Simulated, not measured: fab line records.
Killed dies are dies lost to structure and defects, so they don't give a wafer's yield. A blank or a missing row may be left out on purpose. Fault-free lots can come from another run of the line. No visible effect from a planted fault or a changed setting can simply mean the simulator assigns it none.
What tool caused it? | flow nandHarc | Sampling: 12 lots, 36 wafers, 3 of 1159 route steps

== WHAT THE GAUGES SHOWED, per wafer ==
NHARC_P_M1_CD_MEAS_16.
lot  | measured     | on       | cdNm (nm)
L075 | day 6 15:54  | cdSem-03 | 131.1 129.1 128.8
L079 | day 6 23:01  | cdSem-02 | 131.4 130.7 129.9
L077 | day 7 06:01  | cdSem-02 | 130.1 130.0 129.8
L081 | day 7 15:49  | cdSem-03 | 132.2 130.5 130.9
L084 | day 8 02:37  | cdSem-02 | 130.0 130.1 129.5
L085 | day 9 08:18  | cdSem-02 | 129.5 128.9 128.5
L086 | day 9 09:29  | cdSem-03 | 130.2 129.8 130.5
L089 | day 10 00:28 | cdSem-02 | 129.2 129.5 130.7
L091 | day 10 04:16 | cdSem-03 | 129.9 129.2 129.3
L093 | day 10 20:08 | cdSem-01 | 130.8 130.2 131.5
L095 | day 11 03:52 | cdSem-01 | 130.0 130.4 130.1
L097 | day 11 16:53 | cdSem-01 | 129.7 128.9 129.7

== WHAT TOOL EACH LOT RAN ON (gives the tool, then ch and the chambers of the sampled wafers, and finally the start) ==
lot  | NHARC_P_GATE_STRIP_113              | NHARC_P_CONTACT_ALD_22
L075 | plasmaAsher-01 ch 0,1, day 5 23:20  | aldMetal-04 ch 0,1,2, day 6 05:56
L079 | plasmaAsher-02 ch 0,1, day 6 09:21  | aldMetal-03 ch 0,2,3, day 6 15:04
L077 | plasmaAsher-02 ch 0,1, day 6 15:40  | aldMetal-01 ch 0,1,2, day 6 21:43
L081 | plasmaAsher-02 ch 0,1, day 6 23:23  | aldMetal-01 ch 1,2, day 7 05:25
L084 | plasmaAsher-02 ch 0, day 7 13:08    | aldMetal-01 ch 0,2,3, day 7 19:13
L085 | plasmaAsher-01 ch 0,1, day 8 17:18  | aldMetal-04 ch 1,2,3, day 8 23:22
L086 | plasmaAsher-01 ch 0,1, day 8 18:14  | aldMetal-01 ch 0,1,2, day 9 00:52
L089 | plasmaAsher-01 ch 0,1, day 9 06:28  | aldMetal-03 ch 1,2, day 9 12:39
L091 | plasmaAsher-02 ch 0,1, day 9 12:18  | aldMetal-01 ch 0,1,2, day 9 18:49
L093 | plasmaAsher-01 ch 0,1, day 10 02:45 | aldMetal-04 ch 1,2,3, day 10 09:35
L095 | plasmaAsher-02 ch 0,1, day 10 11:26 | aldMetal-01 ch 0,1, day 10 17:50
L097 | plasmaAsher-02 ch 0,1, day 11 03:33 | aldMetal-01 ch 1,2,3, day 11 10:00
- NHARC_P_GATE_STRIP_113: strips in N2/H2, time 740 s.
- NHARC_P_CONTACT_ALD_22: deposits TiN, target thk 3 nm, pulse time 1 s, ald cycles 150.

== THE ANSWER, worked out from the rows above alone ==
Rule: the usual values come from the lots themselves. Put in order of their means at a reading, lots are off if they are a third of the lots or fewer, leave a main group of 4 or more, and stand apart from it by a gap of 3 or more times the standard deviation of the main group's means; of several such gaps the widest counts. A main group whose means are all the same, to the digits that the tables above print for the reading, isn't used. A lot without any number at a reading at which 4 lots or more have one is off too. The other lots that the step has rows for count as sound.
No lot is off on any of the readings shown, so nothing can be concluded from this.

== WHAT WAS PUT IN BY THE SIMULATOR ==
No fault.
